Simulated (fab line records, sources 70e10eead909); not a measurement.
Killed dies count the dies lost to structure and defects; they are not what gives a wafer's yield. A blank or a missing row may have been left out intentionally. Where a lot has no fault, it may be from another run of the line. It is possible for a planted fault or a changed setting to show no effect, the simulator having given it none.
Chamber matching -- flow nand-harc -- 3 sister chambers for NHARC_P_CONTACT_DEP_30 on pecvd-03
The step deposits SiNx, target thk 30 nm. 3 wafers are shown with their chamber, then 7 later ones without.

== EACH WAFER AND ITS CHAMBER ==
wafer,chamber,heater-power-w (W)
L091.6,0,757
L093.1,1,659
L093.5,2,868

== WAFERS WITH NO CHAMBER GIVEN ==
wafer,heater-power-w (W)
L093.6,821
L095.1,819
L095.3,666
L095.4,753
L097.2,809
L097.4,807
L097.5,710

== CHAMBER TAKEN BY EACH ==
wafer,from the rows above,in truth
L093.6,can't be placed: 2 or 0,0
L095.1,can't be placed: 2 or 0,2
L095.3,1,1
L095.4,0,0
L097.2,can't be placed: 0 or 2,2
L097.4,can't be placed: 0 or 2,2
L097.5,can't be placed: 0 or 1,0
Placed correctly: 2 of 7. Not placeable from these rows: 5 (in 5, the candidates include the true chamber). Number placed wrongly: 0.
How it was worked out, from the rows above alone: a wafer's distance from a chamber is the root of the sum, over the readings, of the square of ((its reading less the chamber's mean) divided by the reading's scatter). If the next closest chamber is less than 2 further off than the closest, the wafer can't be placed; otherwise it belongs to the closest. The mean given for a chamber averages the wafers shown for that chamber. The scatter (one wafer shown for each chamber): square how far every hidden wafer sits from the nearest shown wafer, average those squares and take the square root.
